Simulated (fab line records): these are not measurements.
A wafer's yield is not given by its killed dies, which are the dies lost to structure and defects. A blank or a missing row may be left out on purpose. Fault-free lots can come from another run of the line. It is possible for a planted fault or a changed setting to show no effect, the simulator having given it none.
Struck lot and sound lot, side by side + flow nand_harc + 12 out of 1159 route steps
Sound: these wafers, L394.3, L394.4, L394.6. Struck: wafers L405.2, L405.5, L405.6. Last of all comes the cause.
Per side, at each step with rows, come the tool, then ch with its chambers, and then its first start. Under that, the readings that differ: sound wafers + struck wafers + difference of the means + sigmas: that difference in standard deviations of wafers without a fault.
alike: words and numbers the same on both sides, and readings whose means are apart by under 2 such deviations; not compared: readings that were withheld, readings missing a value for some wafer, numbers with overlapping values and no deviation given by the record, and bounds like >300 which may hide the same value.
The two part at a step that has a row with sigmas, a row that says differs or no value, or rows on one side only. Numbers that have no deviation but don't overlap get no sigmas and don't part them. Lack of a reading on every wafer of one side parts them only where that side has two or more wafers.

first, 2 steps without rows for these wafers: NHARC_A_SOURCE_PLATE_SRD_01; NHARC_A_SOURCE_PLATE_OXIDE_02 (material SiO2, target thk 10 nm, ox time 1362 s).
NHARC_A_SOURCE_PLATE_THK_MEAS_09: measures by ellipsometry.
  struck on film_metro-02, day 10 22:58; sound on film_metro-01, day 8 11:44
  alike: thk_nm
then, 3 steps without rows for these wafers: NHARC_A_SOURCE_PLATE_PVD_04 (deposits WSi2, target thk 50 nm); NHARC_A_SOURCE_PLATE_CVD_03 (deposits poly-Si, target thk 200 nm, time 4000 s); NHARC_A_SOURCE_PLATE_ANNEAL_05 (time 1800 s).
NHARC_A_SOURCE_PLATE_THK_MEAS_06: measures by ellipsometry.
  struck on film_metro-02, day 11 12:02; sound on film_metro-01, day 9 01:24
  alike: thk_nm
NHARC_A_SOURCE_PLATE_INSPECT_08:
  struck on defect_inspect-02, day 11 12:07; sound on defect_inspect-02, day 9 01:28
  alike: raw_defect_count
then, no rows for these wafers at 1 step: NHARC_A_ONON_D1_DEP_00 (target thk 1000 nm).
NHARC_A_ONON_D1_THK_MEAS_02: measures by ellipsometry.
  struck on film_metro-02, day 11 12:41; sound on film_metro-02, day 9 02:04
  alike: thk_nm
NHARC_A_ONON_D1_DEP_03: target thk 1000 nm.
  struck on pecvd_onon-01, day 11 12:48; sound on pecvd_onon-02 ch 0, day 9 02:14
  no value came back on the struck wafers for n2_flow_sccm (sccm), n2o_flow_sccm (sccm); on the sound wafers n2_flow_sccm (sccm) reads 2756 2753 2741
-- jump in the record: it breaks off in module A_ONON_D1 and resumes in module END (first step shown: number 1159 of the route), and 12 days separate the struck wafers' starts before and after --
NHARC_END_SORT_01:
  here the record holds rows for the struck wafers (prober-01 ch 0, day 23 04:05) but none for the sound ones

WHERE THEY PART
Earliest at NHARC_A_ONON_D1_DEP_03; latest, in this record, at NHARC_END_SORT_01.

WHY: whatever the simulator had introduced
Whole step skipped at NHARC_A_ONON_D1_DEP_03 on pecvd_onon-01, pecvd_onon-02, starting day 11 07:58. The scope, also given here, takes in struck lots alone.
